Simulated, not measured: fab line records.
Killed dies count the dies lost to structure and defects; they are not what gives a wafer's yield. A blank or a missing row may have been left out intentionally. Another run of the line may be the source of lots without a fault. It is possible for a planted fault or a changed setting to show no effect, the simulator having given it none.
fab line records | flow nand-harc
[record] lots = 24 wafers = 72 last-day = 34
route steps=1302 shown A_STAIRCASE@773
lots that met no fault: taken from a fault-free run of the same line
start-h: hours from the record's first day to the start of the lot's first wafer shown | wait-h: hours since the lot's step before | " as in the row above | L1.1+2: a single row standing in for several wafers | - either no value or no given start | * or withheld: withheld | < > ~ a bound
route shown NAME@n: a module of which the file shows steps, and the number in the route of the first | usual: mean/standard deviation taken from wafers without a fault | same: alike in all rows | chamber/n: place in a boat | sites: the reading at each site | _std_site: the standard deviation of these | _edge_site: mean of outer sites minus mean of inner sites | radius-mm: how far each site lies from the wafer's centre | mask NAME#n: copy n | behind: the last tool/chamber to shape the wafer | hold: the reason the lot was held/the length of the hold in hours/how it ended | device: which transistor (n, p or np) failed to switch | end of line: the tests these same wafers got at the end of their route | a step given without rows: its recipe and nothing more | killed: count of dies lost to structure and defects at first sort (not the wafer's yield) | map: the dies of a wafer, with x for killed, . for not killed, _ for no die there
set.NAME: setting as actually run; set.NAME@STEP: the setting as run at that earlier step | model.NAME: the simulator's own value behind a step, which no gauge read
route steps across a sampled set of lots; one table per step, one row per wafer
services: a tool's chamber out of use, with start hour (start-h, from the record's first day; less than 0 if before it), hours out, and reason
[[steps]]
[step NHARC_A_STAIRCASE_DEP_259]
[recipe] target-thk-a = 300 target-thk-nm = 30 temp-c = 400 pressure-torr = 3.5 flow-sccm = 200 rf-w = 350 material = SiON
[usual] heater-power-w = 742/71
// columns lot.wafer tool chamber start-h wait-h heater-power-w
L074.2 pecvd-03 2 356.56 1.3 887
L074.6 " 1 " " 726
L074.5 " 2 " " 875
L075.2 pecvd-01 2 374.21 1.3 710
L075.5 " 0 " " 754
L075.6 " 1 " " 786
L076.2 pecvd-02 2 396.82 1.3 729
L076.1 " 0 " " 655
L076.6 " 0 " " 652
L077.1 pecvd-02 0 403.16 1.5 662
L077.3 " 2 " " 711
L077.5 " 2 " " 725
L078.3 pecvd-03 2 404.96 0.9 869
L078.2 " 0 " " 691
L078.4 " 2 " " 842
L079.2 pecvd-01 2 420.49 1.3 701
L079.3 " 0 " " 703
L079.4 " 2 " " 701
L080.3 pecvd-02 1 430.66 0.9 708
L080.5 " 1 " " 702
L080.6 " 2 " " 757
L081.4 pecvd-01 0 434.77 0.7 790
L081.6 " 0 " " 824
L081.5 " 2 " " 708
L082.2 pecvd-02 1 454.21 1.2 698
L082.1 " 2 " " 799
L082.4 " 2 " " 805
L083.3 pecvd-01 2 462.93 1.0 763
L083.2 " 0 " " 685
L083.6 " 0 " " 687
L085.3 pecvd-01 2 477.48 0.9 740
L085.1 " 0 " " 734
L085.6 " 2 " " 729
L084.2 pecvd-03 0 479.97 1.3 753
L084.5 " 1 " " 581
L084.4 " 2 " " 904
L086.2 pecvd-01 0 481.95 1.3 782
L086.5 " 1 " " 755
L086.4 " 0 " " 785
L087.1 pecvd-01 0 509.13 1.6 822
L087.3 " 1 " " 818
L087.4 " 2 " " 710
L088.1 pecvd-02 2 511.40 1.6 809
L088.5 " 0 " " 735
L088.6 " 2 " " 792
L089.1 pecvd-01 0 520.10 2.1 659
L089.4 " 0 " " 668
L089.5 " 1 " " 752
L090.1 pecvd-03 2 522.06 1.6 835
L090.6 " 1 " " 609
L090.4 " 2 " " 811
L092.2 pecvd-03 2 541.65 1.2 874
L092.4 " 2 " " 876
L092.5 " 1 " " 637
L091.3 pecvd-01 0 541.78 0.9 801
L091.2 " 1 " " 792
L091.6 " 2 " " 788
L093.4 pecvd-03 0 564.80 0.7 687
L093.6 " 1 " " 660
L093.5 " 2 " " 882
L094.1 pecvd-03 2 574.43 1.6 907
L094.4 " 0 " " 646
L094.6 " 2 " " 931
L095.1 pecvd-03 2 584.19 1.6 875
L095.3 " 0 " " 699
L095.6 " 1 " " 675
L096.1 pecvd-03 0 591.14 1.6 748
L096.4 " 1 " " 729
L096.6 " 2 " " 845
L097.3 pecvd-02 2 622.65 0.9 781
L097.2 " 0 " " 749
L097.5 " 2 " " 813
[step NHARC_A_STAIRCASE_ETCH_451]
[recipe] target-depth-a = 300 overetch-a = 30 time-s = 16.5 ion-energy-ev = 100 cf4-flow-sccm = 80 o2-flow-sccm = 20 ar-flow-sccm = 0 rf-w = 300 bias-w = 100 chemistry = CF4/O2
[usual] drypump-motor-current-A = 6.14/0.25 oes_ar_750_au = 1.000/0.0048 oes-product-au = 1.000/0.0082 rf-vpp-V = 197.7/1.7 showerhead-plenum-p-Torr = 1.34/0.07 throttle-valve-pct = 13.398/0.0094
// columns lot.wafer tool chamber start-h wait-h drypump-motor-current-A oes_ar_750_au oes-product-au rf-hours-counter-h rf-vpp-V showerhead-plenum-p-Torr throttle-valve-pct
L074.2 rie-diel-05 0 - - 5.83 0.999 1.018 43 197.3 1.31 13.379
L074.5 " 3 " " 6.39 1.001 1.005 - 195.2 1.24 13.400
L074.6 " 0 " " 5.80 1.010 1.016 - 197.5 1.31 13.390
L075.2 rie-diel-09 2 - - 6.27 1.000 0.987 16 196.2 1.27 13.391
L075.6 " 0 " " 6.36 0.993 1.000 - 196.5 1.27 13.410
L075.5 " 1 " " 5.52 0.996 0.999 - 199.1 1.42 13.399
L076.1 rie-diel-08 2 - - 6.31 0.997 1.011 5 200.6 1.44 13.393
L076.2 " 3 " " 6.26 0.999 1.000 7 196.5 1.28 13.397
L076.6 " 3 " " 6.28 0.991 0.992 - 196.0 1.28 13.402
L077.1 rie-diel-05 3 - - 6.37 1.000 0.995 53 195.8 1.24 13.389
L077.3 " 0 " " 5.84 1.004 1.023 57 196.7 1.31 13.396
L077.5 " 2 " " 6.13 1.003 1.009 - 196.0 1.28 13.395
L078.3 rie-diel-08 2 - - 6.32 1.001 0.993 8 199.9 1.44 13.414
L078.4 " 3 " " 6.28 1.005 0.992 9 193.7 1.28 13.401
L078.2 " 1 " " 5.93 0.996 1.009 9 200.7 1.43 13.386
L079.2 rie-diel-08 2 - - 6.30 1.000 1.001 16 200.6 1.44 13.390
L079.4 " 3 " " 6.29 1.007 0.996 13 196.4 1.28 13.397
L079.3 " 0 " " 6.41 0.998 1.002 17 198.5 1.34 13.381
L080.3 rie-diel-05 2 - - 6.11 0.998 0.992 6 196.0 1.28 13.398
L080.6 " 2 " " 6.11 0.997 0.997 - 197.0 1.28 13.394
L080.5 " 3 " " 6.37 1.004 0.994 - 197.9 1.44 13.400
L081.4 rie-diel-05 2 - - 6.14 1.006 0.998 6 196.8 1.28 13.387
L081.6 " 1 " " 6.07 1.002 0.991 - 196.9 1.30 13.402
L081.5 " 2 " " 6.12 1.007 0.997 - 197.1 1.28 13.402
L082.4 rie-diel-09 1 - - 5.53 0.996 0.992 37 200.1 1.41 13.412
L082.1 " 2 " " 6.29 0.998 0.990 40 197.0 1.27 13.400
L082.2 " 0 " " 6.41 0.995 1.010 40 195.7 1.26 13.406
L083.2 rie-diel-09 3 - - 5.98 1.005 0.998 44 198.9 1.38 13.403
L083.3 " 0 " " 6.40 0.988 0.999 42 196.6 1.26 13.380
L083.6 " 3 " " 6.00 0.994 1.003 - 199.2 1.38 13.398
L085.1 rie-diel-08 1 - - 5.93 0.998 1.009 36 199.2 1.42 13.406
L085.3 " 2 " " 6.28 1.005 1.002 31 200.4 1.44 13.392
L085.6 " 1 " " 5.91 0.997 1.007 - 199.0 1.42 13.405
L084.2 rie-diel-05 0 - - 5.85 1.007 1.004 13 196.3 1.31 13.392
L084.4 " 1 " " 6.09 1.010 0.990 23 194.9 1.29 13.399
L084.5 " 0 " " 5.83 0.995 1.008 - 198.7 1.31 13.395
L086.2 rie-diel-08 2 - - 6.33 1.000 1.001 33 199.6 1.44 13.395
L086.4 " 0 " " 6.41 1.005 0.999 37 197.8 1.34 13.394
L086.5 " 2 " " 6.33 0.999 0.997 - 199.8 1.44 13.387
L087.3 rie-diel-05 2 - - 6.12 1.001 0.987 34 196.5 1.27 13.427
L087.1 " 0 " " 5.80 1.004 1.011 21 195.4 1.31 13.404
L087.4 " 1 " " 6.05 1.000 1.006 32 197.1 1.29 13.401
L088.1 rie-diel-05 0 - - 5.80 0.999 1.005 23 198.6 1.31 13.402
L088.5 " 0 " " 5.85 1.002 1.009 - 199.1 1.31 13.397
L088.6 " 1 " " 6.05 0.998 0.983 - 197.6 1.29 13.424
L089.1 rie-diel-08 2 - - 6.30 1.002 1.001 46 200.0 1.44 13.401
L089.4 " 3 " " 6.25 1.005 0.992 42 196.4 1.28 13.383
L089.5 " 1 " " 5.93 1.000 1.007 - 199.5 1.42 13.392
L090.4 rie-diel-05 3 - - 6.40 1.003 0.986 39 199.5 1.44 13.397
L090.1 " 0 " " 5.83 1.000 0.999 29 197.7 1.31 13.396
L090.6 " 2 " " 6.11 1.002 0.997 - 196.4 1.27 13.397
L092.2 rie-diel-09 1 - - 5.54 1.003 0.992 9 198.1 1.40 13.418
L092.4 " 2 " " 6.31 1.002 0.999 14 196.1 1.26 13.408
L092.5 " 3 " " 5.99 1.005 1.005 - 199.0 1.38 13.392
L091.3 rie-diel-05 1 - - 6.05 0.998 1.000 47 197.9 1.29 13.391
L091.2 " 2 " " 6.10 1.001 0.997 47 195.5 1.27 13.393
L091.6 " 0 " " 5.83 1.002 1.007 - 196.3 1.30 13.405
L093.4 rie-diel-08 3 - - 6.26 1.000 1.011 2 196.2 1.27 13.402
L093.5 " 3 " " 6.28 0.994 1.006 - 196.8 1.27 13.407
L093.6 " 0 " " 6.38 1.004 0.995 - 199.0 1.33 13.405
L094.1 rie-diel-09 0 - - 6.39 0.997 1.000 20 196.1 1.25 13.386
L094.4 " 1 " " 5.57 0.993 0.988 21 198.3 1.40 13.389
L094.6 " 1 " " 5.56 0.999 0.993 - 198.1 1.40 13.393
L095.1 rie-diel-09 0 - - 6.44 0.996 1.004 24 195.6 1.25 13.389
L095.3 " 1 " " 5.54 1.003 1.000 25 200.2 1.40 13.409
L095.6 " 3 " " 5.99 1.004 1.002 - 198.8 1.37 13.406
L096.4 rie-diel-08 3 - - 6.28 0.992 0.997 12 197.7 1.27 13.409
L096.1 " 1 " " 5.90 0.993 1.011 10 200.0 1.42 13.391
L096.6 " 0 " " 6.45 1.003 1.003 - 197.2 1.33 13.402
L097.3 rie-diel-05 3 - - 6.37 0.999 1.016 9 200.2 1.43 13.389
L097.2 " 0 " " 5.81 0.995 1.004 8 196.4 1.30 13.403
L097.5 " 3 " " 6.37 0.994 1.012 - 199.0 1.43 13.390
[step NHARC_A_STAIRCASE_ETCH_453]
[recipe] target-depth-a = 300 overetch-a = 30 time-s = 16.5 ion-energy-ev = 100 cf4-flow-sccm = 80 o2-flow-sccm = 20 ar-flow-sccm = 0 rf-w = 300 bias-w = 100 chemistry = CF4/O2
[usual] drypump-motor-current-A = 6.15/0.26 oes_ar_750_au = 1.000/0.0047 oes-product-au = 1.000/0.0088 rf-vpp-V = 197.9/1.7 showerhead-plenum-p-Torr = 1.34/0.069 throttle-valve-pct = 13.397/0.0086
// columns lot.wafer tool chamber start-h wait-h drypump-motor-current-A oes_ar_750_au oes-product-au rf-hours-counter-h rf-vpp-V showerhead-plenum-p-Torr throttle-valve-pct
L074.2 rie-diel-09 0 - - 6.42 0.997 0.995 15 197.3 1.27 13.423
L074.5 " 0 " " 6.42 0.993 1.002 - 195.2 1.27 13.395
L074.6 " 1 " " 5.52 0.998 0.993 - 198.7 1.42 13.405
L075.2 rie-diel-05 0 - - 5.80 0.998 1.024 49 196.9 1.31 13.403
L075.6 " 0 " " 5.82 1.000 1.030 - 197.4 1.31 13.396
L075.5 " 1 " " 6.05 1.004 0.999 - 196.1 1.30 13.390
L076.2 rie-diel-08 1 - - 5.92 1.012 1.006 11 199.8 1.43 13.388
L076.1 " 2 " " 6.35 0.998 0.991 9 200.9 1.44 13.387
L076.6 " 0 " " 6.43 0.999 0.984 - 196.8 1.34 13.392
L077.3 rie-diel-08 2 - - 6.31 0.999 0.991 15 200.6 1.44 13.407
L077.1 " 3 " " 6.29 1.001 0.990 13 197.1 1.28 13.397
L077.5 " 2 " " 6.31 0.998 0.995 - 200.6 1.44 13.397
L078.2 rie-diel-05 2 - - 6.12 1.006 0.995 3 196.4 1.28 13.405
L078.4 " 3 " " 6.38 0.995 0.997 5 200.6 1.44 13.401
L078.3 " 0 " " 5.84 1.006 1.011 5 197.5 1.31 13.410
L079.3 rie-diel-08 2 - - 6.30 0.996 0.998 18 202.1 1.44 13.375
L079.4 " 3 " " 6.26 1.000 0.987 15 195.8 1.28 13.401
L079.2 " 1 " " 5.91 1.002 1.003 20 199.9 1.43 13.394
L080.3 rie-diel-08 0 - - 6.36 1.010 0.999 21 198.0 1.34 13.395
L080.6 " 3 " " 6.28 0.999 0.984 - 196.5 1.28 13.404
L080.5 " 0 " " 6.42 1.008 0.998 - 198.8 1.34 13.383
L081.5 rie-diel-05 3 - - 6.39 1.000 0.986 - 200.4 1.44 13.409
L081.6 " 1 " " 6.06 0.992 0.990 - 196.4 1.30 13.404
L081.4 " 2 " " 6.11 0.998 0.999 - 197.3 1.27 13.402
L082.1 rie-diel-08 1 - - 5.92 1.003 1.020 33 200.6 1.42 13.405
L082.2 " 0 " " 6.41 0.993 1.008 33 198.2 1.34 13.383
L082.4 " 2 " " 6.31 0.999 0.989 - 199.7 1.44 13.395
L083.2 rie-diel-09 3 - - 5.98 1.001 1.010 49 199.8 1.38 13.381
L083.3 " 0 " " 6.41 1.003 1.006 47 195.0 1.26 13.393
L083.6 " 2 " " 6.27 0.998 0.996 - 195.3 1.27 13.397
L085.1 rie-diel-09 0 - - 6.38 0.993 1.003 58 196.1 1.26 13.405
L085.3 " 2 " " 6.28 1.000 0.982 54 196.0 1.27 13.399
L085.6 " 0 " " 6.36 1.002 1.001 - 196.0 1.26 13.407
L086.2 rie-diel-08 2 - - 6.31 0.993 1.005 39 201.0 1.44 13.405
L086.4 " 0 " " 6.44 1.002 1.007 - 197.9 1.34 13.392
L086.5 " 3 " " 6.30 1.001 1.001 - 197.1 1.28 13.403
L084.2 rie-diel-08 3 - - 6.29 1.003 0.991 36 197.2 1.28 13.406
L084.4 " 0 " " 6.38 1.004 0.998 - 197.3 1.34 13.397
L084.5 " 2 " " 6.33 1.005 0.985 - 198.6 1.44 13.396
L087.3 rie-diel-09 3 - - 5.99 1.001 0.998 6 198.9 1.38 13.401
L087.1 " 1 " " 5.56 1.006 1.002 3 198.5 1.41 13.404
L087.4 " 2 " " 6.28 1.004 0.997 6 196.3 1.26 13.402
L088.1 rie-diel-09 0 - - 6.40 1.000 1.007 4 195.2 1.26 13.403
L088.5 " 0 " " 6.36 1.003 1.016 - 196.0 1.26 13.406
L088.6 " 1 " " 5.54 0.990 1.001 - 198.3 1.41 13.393
L089.4 rie-diel-09 2 - - 6.31 1.003 0.992 9 195.4 1.26 13.393
L089.1 " 3 " " 5.98 1.001 0.994 9 199.0 1.38 13.409
L089.5 " 3 " " 5.98 0.993 1.010 - 199.5 1.38 13.392
L090.4 rie-diel-08 0 - - 6.44 0.995 1.004 59 197.3 1.34 13.398
L090.1 " 2 " " 6.28 0.993 0.996 53 201.0 1.43 13.400
L090.6 " 0 " " 6.43 0.996 1.000 - 197.7 1.33 13.399
L092.2 rie-diel-09 1 - - 5.56 0.996 0.996 13 199.2 1.40 13.409
L092.4 " 2 " " 6.29 0.998 0.998 17 195.6 1.26 13.392
L092.5 " 0 " " 6.39 0.994 1.007 - 196.5 1.26 13.387
L091.2 rie-diel-08 2 - - 6.30 1.003 0.994 1 198.1 1.43 13.403
L091.3 " 0 " " 6.40 0.998 0.990 1 198.2 1.33 13.385
L091.6 " 2 " " 6.30 1.006 1.011 - 199.3 1.43 13.385
L093.4 rie-diel-05 3 - - 6.37 1.001 0.998 58 199.3 1.43 13.392
L093.5 " 0 " " 5.82 1.000 0.989 - 198.0 1.30 13.393
L093.6 " 1 " " 6.02 1.010 1.006 - 197.8 1.29 13.400
L094.4 rie-diel-09 1 - - 5.55 1.003 1.009 27 199.8 1.40 13.391
L094.1 " 2 " " 6.30 1.005 0.997 29 195.6 1.26 13.402
L094.6 " 1 " " 5.54 0.999 0.999 - 199.9 1.40 13.387
L095.1 rie-diel-09 1 - - 5.55 0.996 1.000 29 199.5 1.40 13.407
L095.3 " 2 " " 6.31 1.000 1.010 32 197.2 1.26 13.401
L095.6 " 1 " " 5.54 1.009 1.007 - 197.1 1.40 13.392
L096.1 rie-diel-05 2 - - 6.11 1.003 0.982 6 196.0 1.26 13.396
L096.4 " 3 " " 6.39 1.005 0.995 6 199.5 1.43 13.412
L096.6 " 3 " " 6.37 1.008 1.005 - 199.4 1.43 13.400
L097.3 rie-diel-05 0 - - 5.84 0.994 0.998 12 196.7 1.30 13.396
L097.2 " 1 " " 6.07 0.991 1.013 12 195.5 1.29 13.399
L097.5 " 2 " " 6.13 1.003 0.999 - 197.7 1.26 13.392
[step NHARC_A_STAIRCASE_DEP_322]
[recipe] target-thk-a = 72000 temp-c = 400 target-thk-nm = 7200 teos-flow-sccm = 200 rf-w = 500 material = SiO2
[usual] heater-power-w = 642/83
// columns lot.wafer tool chamber start-h wait-h heater-power-w
L074.2 pecvd-01 0 393.81 0.1 726
L074.5 " 1 " " 575
L074.6 " 2 " " 651
L075.2 pecvd-03 1 417.68 0.3 533
L075.5 " 0 " " 559
L075.6 " 2 " " 707
L076.2 pecvd-03 1 435.70 0.1 613
L076.1 " 2 " " 860
L076.6 " 1 " " 535
L077.1 pecvd-03 1 445.89 0.1 634
L077.3 " 0 " " 652
L077.5 " 2 " " 698
L078.2 pecvd-02 1 445.91 0.1 613
L078.3 " 0 " " 673
L078.4 " 1 " " 531
L079.3 pecvd-03 2 460.68 0.2 852
L079.2 " 0 " " 643
L079.4 " 2 " " 674
L080.3 pecvd-02 1 473.76 0.3 642
L080.6 " 2 " " 639
L080.5 " 1 " " 540
L081.5 pecvd-03 2 473.86 0.4 697
L081.4 " 0 " " 559
L081.6 " 1 " " 527
L082.2 pecvd-01 1 490.90 0.2 680
L082.1 " 2 " " 692
L082.4 " 1 " " 585
L083.2 pecvd-03 2 503.00 0.2 801
L083.3 " 0 " " 653
L083.6 " 1 " " 542
L085.1 pecvd-03 1 519.49 0.1 626
L085.3 " 2 " " 829
L085.6 " 2 " " 691
L086.2 pecvd-01 2 519.59 0.2 678
L086.4 " 1 " " 603
L086.5 " 0 " " 594
L084.2 pecvd-02 0 519.84 0.4 688
L084.4 " 0 " " 582
L084.5 " 1 " " 530
L087.1 pecvd-01 1 543.94 0.1 743
L087.3 " 0 " " 752
L087.4 " 2 " " 606
L088.1 pecvd-02 1 547.27 0.3 644
L088.5 " 2 " " 637
L088.6 " 0 " " 575
L089.1 pecvd-02 1 558.15 0.3 638
L089.5 " 2 " " 636
L089.4 " 0 " " 573
L090.1 pecvd-01 1 558.27 0.4 740
L090.4 " 0 " " 604
L090.6 " 2 " " 598
L092.2 pecvd-03 2 580.18 0.2 870
L092.4 " 1 " " 552
L092.5 " 2 " " 700
L091.3 pecvd-03 1 586.84 0.2 688
L091.2 " 2 " " 840
L091.6 " 1 " " 548
L094.1 pecvd-03 1 609.23 0.2 673
L094.6 " 0 " " 564
L094.4 " 2 " " 717
L093.6 pecvd-02 1 609.43 0.4 551
L093.4 " 2 " " 650
L093.5 " 0 " " 583
L095.3 pecvd-03 0 623.02 0.1 650
L095.1 " 2 " " 800
L095.6 " 2 " " 678
L096.1 pecvd-03 0 634.85 0.3 571
L096.6 " 2 " " 696
L096.4 " 0 " " 561
L097.3 pecvd-03 1 661.62 0.1 662
L097.2 " 0 " " 607
L097.5 " 2 " " 702
[step NHARC_A_STAIRCASE_DEP_325]
[recipe] target-thk-a = 72000 temp-c = 400 target-thk-nm = 7200 teos-flow-sccm = 200 rf-w = 500 material = SiO2
[usual] heater-power-w = 640/74
// columns lot.wafer tool chamber start-h wait-h heater-power-w
L074.2 pecvd-03 2 405.32 0.3 850
L074.6 " 1 " " 546
L074.5 " 2 " " 666
L075.2 pecvd-01 2 429.56 0.1 669
L075.5 " 2 " " 629
L075.6 " 0 " " 615
L076.2 pecvd-02 0 443.89 0.1 690
L076.1 " 1 " " 587
L076.6 " 2 " " 638
L078.3 pecvd-02 2 457.09 0.1 749
L078.2 " 0 " " 694
L078.4 " 2 " " 635
L077.1 pecvd-03 0 457.18 0.2 660
L077.3 " 1 " " 615
L077.5 " 0 " " 555
L079.2 pecvd-03 2 469.80 0.1 854
L079.3 " 0 " " 578
L079.4 " 1 " " 541
L080.3 pecvd-03 1 482.63 0.2 546
L080.5 " 0 " " 575
L080.6 " 1 " " 534
L081.4 pecvd-02 2 482.82 0.3 617
L081.5 " 0 " " 573
L081.6 " 1 " " 526
L082.2 pecvd-03 1 501.37 0.2 590
L082.1 " 2 " " 796
L082.4 " 1 " " 536
L083.3 pecvd-01 1 510.82 0.2 739
L083.2 " 2 " " 684
L083.6 " 0 " " 584
L085.1 pecvd-02 0 526.86 0.1 683
L085.3 " 1 " " 594
L085.6 " 1 " " 542
L086.2 pecvd-03 1 526.95 0.2 657
L086.5 " 0 " " 571
L086.4 " 1 " " 536
L084.2 pecvd-01 2 527.04 0.3 645
L084.4 " 0 " " 614
L084.5 " 1 " " 611
L087.1 pecvd-01 1 551.80 0.4 635
L087.3 " 2 " " 638
L087.4 " 1 " " 602
L088.1 pecvd-02 2 551.87 0.5 768
L088.5 " 2 " " 634
L088.6 " 1 " " 545
L089.1 pecvd-03 1 565.99 0.1 699
L089.4 " 2 " " 719
L089.5 " 0 " " 546
L090.1 pecvd-01 0 565.99 0.1 637
L090.4 " 0 " " 598
L090.6 " 1 " " 614
L092.2 pecvd-03 2 590.22 0.3 772
L092.4 " 1 " " 554
L092.5 " 2 " " 691
L091.3 pecvd-01 0 597.75 0.1 658
L091.2 " 1 " " 722
L091.6 " 0 " " 610
L094.1 pecvd-01 0 617.16 0.3 609
L094.4 " 2 " " 605
L094.6 " 0 " " 619
L093.5 pecvd-02 1 617.26 0.3 564
L093.6 " 2 " " 655
L093.4 " 0 " " 578
L095.1 pecvd-03 1 633.97 0.1 591
L095.3 " 2 " " 785
L095.6 " 0 " " 550
L096.1 pecvd-02 0 644.84 0.1 603
L096.4 " 0 " " 561
L096.6 " 1 " " 568
L097.3 pecvd-01 0 671.47 0.1 731
L097.2 " 1 " " 746
L097.5 " 2 " " 608
[step NHARC_A_STAIRCASE_DESCUM_443]
[recipe] time-s = 3 o2-flow-sccm = 200 ar-flow-sccm = 0 bias-power-w = 0 chemistry = O2
[usual] drypump-motor-current-A = 6.13/0.25 oes-product-au = 1.001/0.0087 rf-vpp-V = 57.9/0.97 showerhead-plenum-p-Torr = 1.92/0.1 throttle-valve-pct = 11.312/0.0095
// columns lot.wafer tool chamber start-h wait-h drypump-motor-current-A oes-product-au rf-hours-counter-h rf-vpp-V showerhead-plenum-p-Torr throttle-valve-pct
L074.2 rie-diel-05 2 417.87 - 6.12 1.001 0 57.6 1.83 11.310
L074.5 " 0 " " 5.84 1.007 - 56.2 1.88 11.330
L074.6 " 1 " " 6.06 1.003 - 57.4 1.86 11.319
L075.2 rie-diel-05 1 439.05 - 6.08 0.999 7 59.7 1.86 11.318
L075.6 " 0 " " 5.78 1.009 - 56.8 1.87 11.316
L075.5 " 1 " " 6.09 1.001 - 56.6 1.86 11.297
L076.1 rie-diel-08 2 454.10 - 6.32 0.994 22 59.5 2.07 11.308
L076.2 " 0 " " 6.40 1.006 23 59.1 1.92 11.311
L076.6 " 2 " " 6.32 0.997 - 55.8 2.07 11.318
L078.2 rie-diel-08 3 465.18 - 6.31 0.988 22 58.5 1.83 11.311
L078.4 " 1 " " 5.94 1.000 30 59.2 2.04 11.317
L078.3 " 2 " " 6.34 1.001 26 59.1 2.07 11.325
L077.3 rie-diel-05 3 465.23 - 6.38 0.983 18 57.7 2.07 11.305
L077.1 " 1 " " 6.05 0.989 18 58.9 1.86 11.298
L077.5 " 2 " " 6.13 1.004 - 57.0 1.82 11.312
L079.3 rie-diel-09 0 477.93 - 6.36 0.995 47 57.5 1.80 11.307
L079.4 " 1 " " 5.53 1.002 45 58.2 2.02 11.296
L079.2 " 3 " " 6.00 1.001 49 57.6 1.98 11.315
L080.3 rie-diel-09 1 491.11 - 5.55 0.992 49 59.8 2.02 11.316
L080.6 " 2 " " 6.28 0.989 - 55.5 1.81 11.315
L080.5 " 3 " " 5.99 1.008 - 59.3 1.98 11.312
L081.4 rie-diel-05 3 491.27 - 6.39 0.992 24 57.7 2.07 11.316
L081.6 " 0 " " 5.81 1.002 - 59.3 1.87 11.302
L081.5 " 1 " " 6.04 0.993 - 58.1 1.85 11.324
L082.1 rie-diel-09 0 510.65 - 6.42 0.989 1 58.4 1.80 11.300
L082.4 " 1 " " 5.58 1.004 1 57.7 2.02 11.313
L082.2 " 2 " " 6.28 0.988 1 57.8 1.81 11.296
L083.2 rie-diel-05 0 519.44 - 5.84 0.997 25 58.8 1.87 11.307
L083.3 " 1 " " 6.06 1.003 34 55.7 1.85 11.320
L083.6 " 0 " " 5.82 1.007 - 57.0 1.87 11.320
L086.4 rie-diel-09 0 535.72 - 6.41 1.008 7 56.6 1.80 11.307
L086.2 " 1 " " 5.53 1.015 5 60.0 2.02 11.314
L086.5 " 0 " " 6.42 0.999 - 56.2 1.80 11.311
L085.1 rie-diel-05 0 535.88 - 5.86 1.015 34 58.9 1.87 11.309
L085.3 " 1 " " 6.09 1.003 42 57.8 1.85 11.332
L085.6 " 2 " " 6.13 1.006 - 58.9 1.82 11.303
L084.4 rie-diel-08 1 536.03 - 5.93 1.000 50 56.8 2.04 11.321
L084.2 " 3 " " 6.27 0.996 46 56.9 1.83 11.317
L084.5 " 0 " " 6.41 0.998 - 57.1 1.91 11.306
L087.4 rie-diel-05 2 559.63 - 6.11 0.992 50 57.4 1.81 11.331
L087.3 " 0 " " 5.83 0.998 40 57.6 1.87 11.315
L087.1 " 1 " " 6.07 0.998 50 57.0 1.85 11.326
L088.1 rie-diel-09 0 559.80 - 6.42 1.016 13 56.9 1.80 11.327
L088.6 " 3 " " 6.02 0.995 - 57.8 1.97 11.330
L088.5 " 0 " " 6.39 1.008 - 58.3 1.80 11.318
L089.4 rie-diel-09 3 577.83 - 5.99 1.012 20 58.3 1.97 11.317
L089.1 " 0 " " 6.38 1.011 22 57.6 1.79 11.321
L089.5 " 3 " " 6.00 0.997 - 57.1 1.97 11.320
L090.1 rie-diel-08 2 578.00 - 6.32 0.999 4 58.6 2.06 11.311
L090.4 " 3 " " 6.27 1.010 5 58.2 1.82 11.301
L090.6 " 0 " " 6.43 1.001 - 56.9 1.91 11.302
L092.2 rie-diel-05 3 601.73 - 6.39 1.014 2 57.8 2.06 11.306
L092.4 " 0 " " 5.81 1.000 2 58.0 1.86 11.312
L092.5 " 3 " " 6.39 1.010 - 57.5 2.06 11.304
L091.2 rie-diel-08 1 606.64 - 5.94 1.021 15 59.0 2.03 11.302
L091.3 " 0 " " 6.40 0.999 15 56.8 1.91 11.295
L091.6 " 1 " " 5.91 1.009 - 58.6 2.03 11.306
L094.1 rie-diel-09 1 627.24 - 5.57 0.997 36 58.1 2.01 11.298
L094.4 " 3 " " 6.01 0.990 35 58.1 1.97 11.313
L094.6 " 2 " " 6.28 0.997 - 57.0 1.80 11.324
L093.4 rie-diel-08 1 627.40 - 5.95 1.018 23 59.1 2.03 11.314
L093.5 " 0 " " 6.44 1.003 - 57.5 1.91 11.306
L093.6 " 1 " " 5.93 1.008 - 58.4 2.03 11.302
L095.3 rie-diel-08 1 644.52 - 5.92 1.014 29 58.7 2.03 11.324
L095.1 " 2 " " 6.32 0.988 31 59.1 2.05 11.322
L095.6 " 1 " " 5.91 1.007 - 59.7 2.03 11.320
L096.4 rie-diel-08 1 654.17 - 5.91 1.002 34 59.2 2.03 11.305
L096.1 " 3 " " 6.29 1.012 32 57.4 1.81 11.314
L096.6 " 2 " " 6.29 1.001 - 58.1 2.05 11.303
L097.3 rie-diel-05 0 681.37 - 5.85 1.005 23 59.7 1.86 11.311
L097.2 " 2 " " 6.12 1.000 27 58.7 1.80 11.311
L097.5 " 0 " " 5.84 1.000 - 58.1 1.86 11.298
[[services]]
// columns tool chamber start-h hours kind
rie-diel-05 1 344.18 2.7 repair
pecvd-03 - 366.00 13.0 pm
rie-diel-08 - 370.21 9.0 pm
rie-diel-05 - 406.94 9.0 pm
rie-diel-08 3 412.08 4.3 repair
pecvd-01 1 414.64 24.6 repair
rie-diel-05 1 427.45 4.4 repair
rie-diel-05 0 450.35 27.5 repair
rie-diel-08 1 488.52 14.4 repair
pecvd-01 - 492.28 13.0 pm
rie-diel-09 - 498.03 9.0 pm
rie-diel-09 1 527.53 4.6 repair
pecvd-03 - 547.00 13.0 pm
rie-diel-08 - 547.21 9.0 pm
pecvd-03 - 575.09 3.0 repair
rie-diel-05 - 583.94 9.0 pm
pecvd-03 - 596.80 1.3 repair
rie-diel-08 3 608.46 5.6 repair
rie-diel-09 2 613.41 2.0 repair
rie-diel-08 0 613.68 2.7 repair
rie-diel-05 1 631.90 3.1 repair
pecvd-01 0 647.21 6.6 repair
pecvd-03 - 651.06 0.9 repair
rie-diel-08 - 671.24 1.1 repair
[[key]]
fault none
